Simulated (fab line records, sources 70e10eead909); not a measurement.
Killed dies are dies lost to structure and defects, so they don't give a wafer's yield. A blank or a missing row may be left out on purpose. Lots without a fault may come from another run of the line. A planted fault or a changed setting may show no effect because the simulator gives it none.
Which tool did it? | flow nand_harc | 24 lots, 72 wafers sampled, at 5 steps of a route of 1302

WHAT THE GAUGES READ, wafer by wafer
NHARC_A_CONTACT_CD_MEAS_53. Usual: cd_nm 289.8 nm, standard deviation 0.83.
lot  | measured     | on        | cd_nm (nm)        | flag
L074 | day 20 18:22 | cd_sem-03 | 290.5 290.5 291.0 |
L076 | day 22 02:13 | cd_sem-01 | 290.2 289.2 289.2 |
L075 | day 22 03:43 | cd_sem-01 | 290.6 289.4 289.0 |
L077 | day 22 06:38 | cd_sem-01 | 289.0 289.7 289.9 |
L079 | day 23 04:34 | cd_sem-03 | 289.4 288.2 288.4 |
L078 | day 23 05:03 | cd_sem-03 | 290.9 290.0 291.1 |
L080 | day 23 23:46 | cd_sem-01 | 291.1 291.1 290.6 |
L081 | day 24 15:53 | cd_sem-02 | 289.3 289.6 289.8 |
L082 | day 24 17:52 | cd_sem-03 | 289.5 288.9 289.8 |
L083 | day 25 01:46 | cd_sem-01 | 290.9 291.4 291.7 |
L086 | day 25 22:44 | cd_sem-03 | 287.8 288.4 288.4 |
L084 | day 25 23:03 | cd_sem-02 | 289.7 289.3 289.1 |
L085 | day 25 23:38 | cd_sem-01 | 289.0 288.9 288.5 |
L089 | day 27 05:32 | cd_sem-03 | 288.7 289.0 289.3 |
L088 | day 27 06:31 | cd_sem-03 | 290.7 291.1 290.3 |
L087 | day 27 11:37 | cd_sem-01 | 289.5 289.6 289.5 |
L091 | day 27 20:34 | cd_sem-01 | 290.3 289.8 290.1 |
L090 | day 27 20:50 | cd_sem-03 | 289.4 289.9 289.6 |
L093 | day 29 04:49 | cd_sem-03 | 289.5 290.0 290.1 |
L092 | day 29 06:28 | cd_sem-03 | 290.0 291.0 290.2 |
L095 | day 29 21:02 | cd_sem-03 | 290.5 290.4 291.0 |
L094 | day 30 04:40 | cd_sem-01 | 289.8 290.3 290.7 |
L096 | day 30 16:22 | cd_sem-03 | 289.3 289.4 289.3 |
L097 | day 31 02:37 | cd_sem-01 | 288.8 289.7 289.2 |

NHARC_A_CONTACT_OVL_MEAS_70. Usual: overlay_x_nm -0.1 nm, standard deviation 0.82; overlay_y_nm -0.1 nm, standard deviation 1.
lot  | measured     | on         | overlay_x_nm (nm) | overlay_y_nm (nm) | flag
L074 | day 20 23:20 | overlay-02 | 0.1 0.5 0.6       | 1.1 1.1 1.0       |
L076 | day 22 07:05 | overlay-01 | 0.0 0.4 -0.1      | -0.2 -0.4 0.0     |
L075 | day 22 08:41 | overlay-01 | -1.2 -1.7 -1.9    | -1.9 -2.0 -1.3    |
L077 | day 22 11:39 | overlay-01 | 0.2 0.5 0.6       | 0.2 -0.2 0.0      |
L079 | day 23 09:56 | overlay-02 | -1.0 -0.8 -1.9    | -0.2 -0.4 0.0     |
L078 | day 23 10:36 | overlay-02 | -0.8 -0.9 -0.9    | 2.0 2.4 2.1       |
L080 | day 24 05:44 | overlay-01 | 0.4 0.1 1.0       | 0.6 1.5 1.1       |
L081 | day 24 23:42 | overlay-01 | 0.7 1.1 1.0       | -0.6 -0.3 -0.9    |
L082 | day 24 23:01 | overlay-02 | 0.4 0.1 0.7       | 0.1 -0.5 -0.3     |
L083 | day 25 06:46 | overlay-01 | 0.1 -0.6 0.1      | 0.7 0.9 0.9       |
L086 | day 26 03:59 | overlay-01 | -1.3 -1.4 -1.3    | 0.6 0.8 0.9       |
L084 | day 26 04:54 | overlay-01 | -0.1 0.2 -0.7     | -0.4 -0.4 -0.8    |
L085 | day 26 07:37 | overlay-02 | 1.0 0.6 0.5       | 0.4 0.6 -0.5      |
L089 | day 27 10:38 | overlay-02 | 0.1 0.5 0.5       | -0.5 -0.3 -0.3    |
L088 | day 27 11:32 | overlay-02 | 0.0 0.0 0.3       | 0.2 0.0 0.0       |
L087 | day 27 16:38 | overlay-02 | -0.8 -1.6 -1.3    | -0.2 0.2 -0.1     |
L091 | day 28 02:00 | overlay-02 | 0.0 -0.1 0.0      | 0.0 -0.2 0.3      |
L090 | day 28 02:10 | overlay-01 | -0.7 -0.5 -0.6    | -0.9 0.0 -0.4     |
L093 | day 29 10:34 | overlay-01 | 0.7 1.0 1.5       | 0.9 0.4 0.6       |
L092 | day 29 11:41 | overlay-02 | 0.5 0.5 0.8       | 0.5 0.0 0.3       |
L095 | day 30 02:44 | overlay-02 | -0.3 0.4 0.8      | -1.8 -1.5 -2.1    |
L094 | day 30 10:48 | overlay-02 | -0.5 -0.5 -0.2    | -1.7 -1.9 -2.5    |
L096 | day 30 21:23 | overlay-02 | 0.8 0.8 -0.3      | 0.9 1.2 1.1       |
L097 | day 31 11:13 | overlay-01 | -0.3 -0.1 0.3     | -0.9 -0.8 -1.0    |

WHICH TOOL RAN EACH LOT (tool, then ch and the chambers of the sampled wafers, then the start)
lot  | NHARC_A_CONTACT_ETCH_49                       | NHARC_A_CONTACT_ETCH_111             | NHARC_A_CONTACT_ETCH_119
L074 | rie_diel-01 ch 0,2,3, day 20 15:03 or earlier | har_cap_etch-03 ch 0,1, day 20 15:03 | har_cap_etch-03 ch 0,1, day 20 16:27
L076 | rie_diel-06 ch 0,2,3, day 21 22:56 or earlier | har_cap_etch-02 ch 0,1, day 21 22:56 | har_cap_etch-02 ch 0,1, day 22 00:20
L075 | rie_diel-01 ch 1,3, day 21 23:58 or earlier   | har_cap_etch-03 ch 0,1, day 21 23:58 | har_cap_etch-03 ch 0,1, day 22 01:49
L077 | rie_diel-04 ch 1,2, day 22 03:22 or earlier   | har_cap_etch-02 ch 0,1, day 22 03:22 | har_cap_etch-02 ch 0,1, day 22 04:46
L079 | rie_diel-04 ch 0,1, day 23 01:16 or earlier   | har_cap_etch-03 ch 0, day 23 01:16   | har_cap_etch-03 ch 0, day 23 02:40
L078 | rie_diel-06 ch 0,1,2, day 23 01:25 or earlier | har_cap_etch-02 ch 0,1, day 23 01:25 | har_cap_etch-02 ch 0,1, day 23 02:49
L080 | rie_diel-06 ch 0,3, day 23 20:29 or earlier   | har_cap_etch-03 ch 0,1, day 23 20:29 | har_cap_etch-03 ch 0,1, day 23 21:53
L081 | rie_diel-06 ch 0,1,2, day 24 12:19 or earlier | har_cap_etch-01 ch 0,1, day 24 12:19 | har_cap_etch-01 ch 0,1, day 24 14:00
L082 | rie_diel-04 ch 0,1,2, day 24 14:34 or earlier | har_cap_etch-03 ch 0,1, day 24 14:34 | har_cap_etch-03 ch 0,1, day 24 15:58
L083 | rie_diel-04 ch 0,2,3, day 24 22:31 or earlier | har_cap_etch-01 ch 0,1, day 24 22:31 | har_cap_etch-01 ch 0,1, day 24 23:54
L086 | rie_diel-06 ch 0,3, day 25 19:27 or earlier   | har_cap_etch-01 ch 1, day 25 19:27   | har_cap_etch-01 ch 1, day 25 20:51
L084 | rie_diel-04 ch 0,1,3, day 25 19:41 or earlier | har_cap_etch-02 ch 0,1, day 25 19:41 | har_cap_etch-02 ch 0,1, day 25 21:14
L085 | rie_diel-01 ch 0,2,3, day 25 20:22 or earlier | har_cap_etch-03 ch 0,1, day 25 20:22 | har_cap_etch-03 ch 0,1, day 25 21:46
L089 | rie_diel-04 ch 0,1,2, day 27 02:18 or earlier | har_cap_etch-02 ch 0,1, day 27 02:18 | har_cap_etch-02 ch 0,1, day 27 03:41
L088 | rie_diel-01 ch 0,1,3, day 27 03:14 or earlier | har_cap_etch-03 ch 0,1, day 27 03:14 | har_cap_etch-03 ch 0,1, day 27 04:37
L087 | rie_diel-06 ch 0,1,3, day 27 08:26 or earlier | har_cap_etch-01 ch 0,1, day 27 08:26 | har_cap_etch-01 ch 0,1, day 27 09:50
L091 | rie_diel-04 ch 0,3, day 27 17:20 or earlier   | har_cap_etch-01 ch 0, day 27 17:20   | har_cap_etch-01 ch 0, day 27 18:43
L090 | rie_diel-01 ch 0,1,3, day 27 17:35 or earlier | har_cap_etch-02 ch 0,1, day 27 17:35 | har_cap_etch-02 ch 0,1, day 27 18:59
L093 | rie_diel-06 ch 0,2,3, day 29 00:14 or earlier | har_cap_etch-02 ch 0,1, day 29 00:14 | har_cap_etch-02 ch 0,1, day 29 01:37
L092 | rie_diel-04 ch 0,1, day 29 03:11 or earlier   | har_cap_etch-03 ch 0,1, day 29 03:11 | har_cap_etch-03 ch 0,1, day 29 04:35
L095 | rie_diel-01 ch 0,1, day 29 17:47 or earlier   | har_cap_etch-03 ch 0, day 29 17:47   | har_cap_etch-03 ch 0, day 29 19:11
L094 | rie_diel-06 ch 0,2, day 30 00:34 or earlier   | har_cap_etch-03 ch 0, day 30 00:34   | har_cap_etch-03 ch 0, day 30 02:25
L096 | rie_diel-04 ch 0,2,3, day 30 12:33 or earlier | har_cap_etch-03 ch 0,1, day 30 12:33 | har_cap_etch-03 ch 0,1, day 30 14:22
L097 | rie_diel-06 ch 0,2,3, day 30 23:27 or earlier | har_cap_etch-02 ch 0,1, day 30 23:27 | har_cap_etch-02 ch 0,1, day 31 00:49
- NHARC_A_CONTACT_ETCH_49: etches the open film in N2/H2, target depth 260 nm, time 475.3 s.
- NHARC_A_CONTACT_ETCH_111: etches the open film in C4F8/O2/Ar, time 140 s, target depth 700 nm.
- NHARC_A_CONTACT_ETCH_119: etches the open film in C4F8/O2/Ar, time 190 s, target depth 1850 nm.

WHAT THE TOOLS THEMSELVES READ (means of the sampled wafers that have a number; where no wafer has one, the mark that the record gives instead)
NHARC_A_CONTACT_ETCH_49. Usual: drypump_motor_current_A 5.8 A, standard deviation 0.53; oes_product_au 1.000 a.u., standard deviation 0.011; rf_vpp_V 430.2 V, standard deviation 2.6; showerhead_plenum_p_Torr 2.03 Torr, standard deviation 0.093; throttle_valve_pct 14.172 %, standard deviation 0.009.
lot  | tool        | drypump_motor_current_A (A) | oes_product_au (a.u.) | rf_vpp_V (V) | showerhead_plenum_p_Torr (Torr) | throttle_valve_pct (%) | flag
L074 | rie_diel-01 | 5.4                         | 0.994                 | 429.3        | 1.99                            | 14.179                 |
L076 | rie_diel-06 | 5.7                         | 0.988                 | 432.5        | 2.11                            | 14.167                 |
L075 | rie_diel-01 | 6.1                         | 1.011                 | 429.4        | 2.01                            | 14.164                 |
L077 | rie_diel-04 | 5.9                         | 0.997                 | 427.0        | 1.92                            | 14.167                 |
L079 | rie_diel-04 | 6.4                         | 0.991                 | 432.0        | 2.08                            | 14.163                 |
L078 | rie_diel-06 | 5.4                         | 0.999                 | 430.8        | 2.07                            | 14.174                 |
L080 | rie_diel-06 | 6.2                         | 1.011                 | 434.9        | 2.18                            | 14.176                 |
L081 | rie_diel-06 | 5.4                         | 1.001                 | 431.1        | 2.06                            | 14.167                 |
L082 | rie_diel-04 | 6.1                         | 1.004                 | 429.0        | 2.00                            | 14.177                 |
L083 | rie_diel-04 | 6.0                         | 1.003                 | 428.6        | 1.99                            | 14.180                 |
L086 | rie_diel-06 | 5.9                         | 1.001                 | 433.3        | 2.14                            | 14.173                 |
L084 | rie_diel-04 | 6.1                         | 0.998                 | 429.4        | 2.01                            | 14.174                 |
L085 | rie_diel-01 | 5.4                         | 0.995                 | 429.2        | 1.98                            | 14.174                 |
L089 | rie_diel-04 | 6.1                         | 1.006                 | 429.1        | 1.99                            | 14.175                 |
L088 | rie_diel-01 | 5.7                         | 1.002                 | 429.2        | 1.99                            | 14.176                 |
L087 | rie_diel-06 | 5.9                         | 1.001                 | 433.0        | 2.12                            | 14.171                 |
L091 | rie_diel-04 | 6.0                         | 0.993                 | 429.7        | 2.00                            | 14.169                 |
L090 | rie_diel-01 | 5.7                         | 1.007                 | 429.3        | 1.98                            | 14.181                 |
L093 | rie_diel-06 | 5.7                         | 1.002                 | 431.8        | 2.09                            | 14.168                 |
L092 | rie_diel-04 | 6.4                         | 1.020                 | 430.3        | 2.07                            | 14.168                 |
L095 | rie_diel-01 | 5.9                         | 1.000                 | 430.1        | 2.01                            | 14.174                 |
L094 | rie_diel-06 | 5.5                         | 1.002                 | 432.0        | 2.06                            | 14.169                 |
L096 | rie_diel-04 | 6.0                         | 1.000                 | 428.7        | 1.98                            | 14.175                 |
L097 | rie_diel-06 | 5.7                         | 1.005                 | 431.6        | 2.09                            | 14.167                 |

THE ANSWER, worked out from the rows above alone
Rule: a lot is off if the mean of its wafers that have a number lies more than 3 standard deviations from the usual mean. A lot without any number at a reading at which 4 lots or more have one is off too. The other lots that the step has rows for count as sound. The gauges are gone through in route order, then the tools' own readings, and for those a lot's mean is taken as printed above. The first step at which some lot is off is used, and at that step the reading that is off furthest; a lot without a number counts as furthest.
No lot is off at any reading shown: from this, nothing can be told.

WHAT THE SIMULATOR HAD PUT IN
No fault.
